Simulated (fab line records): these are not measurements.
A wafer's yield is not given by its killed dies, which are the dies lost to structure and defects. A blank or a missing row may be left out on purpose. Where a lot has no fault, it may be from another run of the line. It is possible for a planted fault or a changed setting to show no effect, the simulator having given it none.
A struck lot beside a sound one :: flow n5Finfet :: 15 out of 1938 route steps
Sound: the wafers L111.2, L111.4, L111.5. The struck wafers were L120.4, L120.5, L120.6. The cause is given at the end.
For every step that has rows: the tool of each side, followed by ch and its chambers, followed by its first start. Under that, the readings that differ: sound wafers :: struck wafers :: difference of the means :: sigmas: that difference in standard deviations of wafers without a fault.
alike: readings whose means differ by less than 2 such deviations, and words and numbers that are the same on both sides. not compared: withheld readings, readings that some wafer has no value for, bounds like >300 that may hide the same value, and numbers for which the record gives no deviation and whose values overlap.
Wherever a step has rows on one side only, a row that says differs or no value, or a row with sigmas, the two part there. When numbers do not overlap yet have no deviation, they are printed without sigmas and do not part them. A reading that every wafer of one side lacks parts them only if that side has two wafers or more.

first, 8 steps without rows for these wafers: N5_BEOL_M14_COAT_58 (time 60 s, resist thk 89 nm); N5_BEOL_M14_COAT_04 (resist thk 800 nm); N5_BEOL_M14_EBR_06; N5_BEOL_M14_SOFTBAKE_05 (time 60 s); N5_BEOL_M14_EXPOSE_07 (exposes mask V13); N5_BEOL_M14_PEB_08 (peb time 90 s); N5_BEOL_M14_DEVELOP_09 (develop time 45 s); N5_BEOL_M14_HARDBAKE_14 (time 120 s).
N5_BEOL_M14_CD_MEAS_10: target cd 250 nm.
  sound on cdSem-01 ch 0, day 11 02:08; struck on cdSem-01 ch 0, day 13 08:01
  alike: cdNm
N5_BEOL_M14_OVL_MEAS_11:
  sound on overlay-01 ch 0, day 11 02:10; struck on overlay-01 ch 0, day 13 08:02
  alike: V13_OVL
N5_BEOL_M14_INSPECT_12: inspects for defects (macro).
  sound: defectInspect-02 at day 11 02:11; struck: defectInspect-01 at day 13 08:04
  alike: rawDefectCount
N5_BEOL_M14_DESCUM_15: chemistry O2, time 7.9 s.
  sound on rieDiel-06 ch 1,2,3, day 11 02:13; struck on rieDiel-06 ch 0,2,3, day 13 08:05
  alike: drypumpMotorCurrentA, oesProductAu, rfVppV, showerheadPlenumPTorr, throttleValvePct
  not compared: rfHoursCounterH
N5_BEOL_M14_ETCH_59: etches BARC in N2/H2, target depth 89 nm, overetch 26.7 nm, time 67.9 s.
  sound on rieDiel-06 ch 1,2,3, day 11 02:15; struck on rieDiel-06 ch 0,2,3, day 13 08:07
reading: h2FlowSccm (sccm)
sound: 199.8 200.4 199.9
struck: 179.8 179.3 179.3
difference: -20.6
sigmas: -30

reading: throttleValvePct (%)
sound: 17.58 17.52 17.86
struck: 17.09 17.34 17.17
difference: -0.45
sigmas: -2
  alike: drypumpMotorCurrentA, oesProductAu, rfVppV, showerheadPlenumPTorr
  not compared: rfHoursCounterH
N5_BEOL_M14_VIA_ETCH_16: etches SiO2 in C4F8/O2/Ar, target depth 1231.3 nm.
  sound on rieDiel-06 ch 1,2,3, day 11 02:18; struck on rieDiel-06 ch 0,2,3, day 13 08:11
  alike: drypumpMotorCurrentA, oesProductAu, rfVppV, showerheadPlenumPTorr, throttleValvePct
N5_PASSIVATION_PROBE_49:
  sound: prober-01 at day 12 00:52; struck: prober-02 at day 14 08:12
  alike: defectLimitedYield, killed_at_M0_to_M3, killed_at_M4_up, killedAtContacts, killedAtFrontEnd, killedAtOther, killedDies, killedOpen, killedShort, sort_bin_5_function, sort_bin_6_memory, sort_bin_8_speed, sortNPass, sortYieldPct

== WHERE THEY PART ==
At N5_BEOL_M14_ETCH_59 and nowhere else, as far as this record goes. Later steps at which nothing parts them and some readings are alike: N5_BEOL_M14_VIA_ETCH_16, N5_PASSIVATION_PROBE_49.

WHY: whatever the simulator had introduced
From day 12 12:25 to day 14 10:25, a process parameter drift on rieDiel-06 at N5_BEOL_M14_ETCH_59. A move of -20 in setting h2FlowSccm, from 200. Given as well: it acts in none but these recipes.
